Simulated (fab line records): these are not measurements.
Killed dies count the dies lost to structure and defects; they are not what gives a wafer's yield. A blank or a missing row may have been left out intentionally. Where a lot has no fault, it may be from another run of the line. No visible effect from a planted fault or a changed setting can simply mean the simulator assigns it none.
Matching of chambers    flow nandHarc    NHARC_A_STAIRCASE_TRIM_229 on rieDiel-08: 4 sister chambers
The step chemistry O2, time 211.2 s. 18 wafers are shown with their chamber, then 9 later ones without.

## WAFERS PAIRED WITH THEIR CHAMBERS
wafer   chamber  showerheadPlenumPTorr (Torr)  drypumpMotorCurrentA (A)  oesProductAu (a.u.)
L075.3  0        3.34                          5.8                       1.008
L075.4  1        3.49                          5.5                       0.991
L075.6  0        3.34                          5.8                       1.007
L078.1  3        3.33                          5.5                       1.013
L078.2  2        3.39                          6.0                       0.994
L078.4  0        3.33                          5.7                       1.029
L077.1  3        3.33                          5.5                       1.008
L077.5  3        3.33                          5.5                       0.993
L077.6  2        3.39                          6.0                       0.987
L081.1  3        3.33                          5.6                       1.007
L081.2  2        3.39                          6.0                       0.985
L081.6  3        3.33                          5.6                       1.002
L083.1  0        3.33                          5.8                       1.003
L083.3  1        3.48                          5.5                       0.986
L083.6  2        3.38                          6.0                       1.007
L089.1  1        3.48                          5.5                       0.997
L089.5  1        3.48                          5.5                       0.992
L089.6  2        3.38                          6.0                       1.002

SIGNATURES, as means of the wafers listed above
reading                chamber 0  chamber 1  chamber 2  chamber 3  scatter within a chamber
showerheadPlenumPTorr  3.3350     3.4825     3.3860     3.3300     0.00459
drypumpMotorCurrentA   5.775      5.500      6.000      5.540      0.0373
oesProductAu           1.01175    0.99150    0.99500    1.00460    0.0087
Rule: distance of a wafer from a chamber = root of the sum over the readings of ((wafer's reading minus chamber's mean) / reading's scatter) squared. The wafer belongs to the nearest chamber; if the next one is less than 2 further off, it can't be placed. The scatter: take each reading less its chamber's mean, square it, sum over the shown wafers, divide by the number of wafers less the number of chambers, and take the root.

## WAFERS WITH NO CHAMBER GIVEN
wafer   showerheadPlenumPTorr (Torr)  drypumpMotorCurrentA (A)  oesProductAu (a.u.)
L091.1  3.37                          6.0                       0.995
L091.3  3.31                          5.5                       1.010
L091.4  3.32                          5.5                       1.008
L095.1  3.37                          6.0                       0.992
L095.2  3.31                          5.5                       0.999
L095.4  3.47                          5.5                       0.988
L096.3  3.31                          5.5                       0.996
L096.4  3.37                          6.0                       1.001
L096.6  3.47                          5.5                       0.990

## THE CHAMBER EACH PASSED THROUGH
wafer   from the rows above  in truth
L091.1  2                    2
L091.3  3                    3
L091.4  3                    3
L095.1  2                    2
L095.2  3                    3
L095.4  1                    1
L096.3  3                    3
L096.4  2                    2
L096.6  1                    1
Correct placement for 9 of the 9. From these rows, 0 cannot be placed. Number placed wrongly: 0.
